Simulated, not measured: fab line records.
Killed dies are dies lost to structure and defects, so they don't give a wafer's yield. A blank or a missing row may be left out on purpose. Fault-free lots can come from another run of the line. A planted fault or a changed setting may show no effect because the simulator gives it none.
Comparing a struck lot with a sound one    flow n5-finfet    16 out of 1938 route steps
Sound: these wafers, L499.3, L499.4, L499.5. Struck: wafer L509.5. (L509.3, L509.4 of the same lot were not struck and are left out.) The cause comes at the end.
At each step with rows: each side's tool, then ch and its chambers, then its first start. Under that, the readings that differ: sound wafers    struck wafers    difference of the means    sigmas: that difference in standard deviations of wafers without a fault.
alike: words and numbers the same on both sides, and readings whose means are apart by under 2 such deviations; not compared: readings that were withheld, readings missing a value for some wafer, numbers with overlapping values and no deviation given by the record, and bounds like >300 which may hide the same value.
Wherever a step has rows on one side only, a row that says differs or no value, or a row with sigmas, the two part there. Non-overlapping numbers with no deviation appear without sigmas and do not part them. A reading that every wafer of one side lacks parts them only if that side has two wafers or more.

first, 8 steps without rows for these wafers: N5_BEOL_M4_COAT_62 (time 60 s, resist thk 12 nm); N5_BEOL_M4_COAT_73 (time 60 s, resist thk 5 nm); N5_BEOL_M4_COAT_05 (resist thk 30 nm); N5_BEOL_M4_EBR_07; N5_BEOL_M4_SOFTBAKE_06 (time 60 s); N5_BEOL_M4_EXPOSE_08 (exposes mask M4); N5_BEOL_M4_PEB_09 (peb time 60 s); N5_BEOL_M4_DEVELOP_10 (develop time 30 s).
N5_BEOL_M4_CD_MEAS_11: target cd 16.79 nm.
  sound on cd-sem-02 ch 0, day 9 08:10; struck on cd-sem-01 ch 0, day 12 05:56
reading     sound              struck  difference  sigmas
cd-nm (nm)  16.90 17.14 16.90  16.40   -0.58       -2
N5_BEOL_M4_OVL_MEAS_12:
  sound on overlay-01 ch 0, day 9 08:12; struck on overlay-01 ch 0, day 12 05:59
  alike: M4_OVL
N5_BEOL_M4_INSPECT_13: inspects for defects (brightfield).
  struck on defect-inspect-02, day 12 06:02; sound on defect-inspect-01, day 9 08:14
  alike: raw-defect-count
N5_BEOL_M4_DESCUM_16: chemistry O2, time 7 s.
  sound on rie-diel-01 ch 2,3, day 9 08:35; struck on rie-diel-03 ch 1, day 12 06:04
reading                      sound        struck  difference  sigmas
drypump-motor-current-A (A)  5.8 5.2 5.2  6.8     +1.4        +3
  alike: oes-product-au, rf-vpp-V, showerhead-plenum-p-Torr, throttle-valve-pct
  not compared: rf-hours-counter-h
N5_BEOL_M4_ETCH_74: etches underlayer in N2/H2, target depth 6.5 nm, time 5.2 s.
  sound on rie-diel-01 ch 2,3, day 9 08:37; struck on rie-diel-03 ch 1, day 12 06:06
reading                      sound           struck  difference  sigmas
drypump-motor-current-A (A)  5.8 5.2 5.2     6.7     +1.3        +3
etch-rf-on-time-s (s)        5.22 5.12 5.15  6.99    +1.83       +13
  alike: oes-product-au, rf-vpp-V, showerhead-plenum-p-Torr, throttle-valve-pct
  not compared: rf-hours-counter-h
N5_BEOL_M4_ETCH_63: etches SiARC in CF4, target depth 15.6 nm, time 26 s.
  sound on rie-diel-01 ch 2,3, day 9 08:38; struck on rie-diel-03 ch 1, day 12 06:07
reading                      sound        struck  difference  sigmas
drypump-motor-current-A (A)  5.8 5.2 5.2  6.7     +1.3        +3
  alike: etch-rf-on-time-s, oes-product-au, rf-vpp-V, showerhead-plenum-p-Torr, throttle-valve-pct
  not compared: rf-hours-counter-h
N5_BEOL_M4_RC_MEAS_101:
  sound on prober-01 ch 0, day 9 20:59; struck on prober-01 ch 0, day 12 17:04
  alike: DIBL_N, DIBL_P, IOFF_N, IOFF_P, ION_N, ION_P, SS_N, SS_P, VT_N, VT_P
after that, 1 step had no rows for these wafers: N5_PASSIVATION_PROBE_49.

== WHERE THEY PART ==
First at N5_BEOL_M4_CD_MEAS_11; last, within this record, at N5_BEOL_M4_ETCH_63. Later steps at which nothing parts them and some readings are alike: N5_BEOL_M4_RC_MEAS_101.

WHY: whatever the simulator had introduced
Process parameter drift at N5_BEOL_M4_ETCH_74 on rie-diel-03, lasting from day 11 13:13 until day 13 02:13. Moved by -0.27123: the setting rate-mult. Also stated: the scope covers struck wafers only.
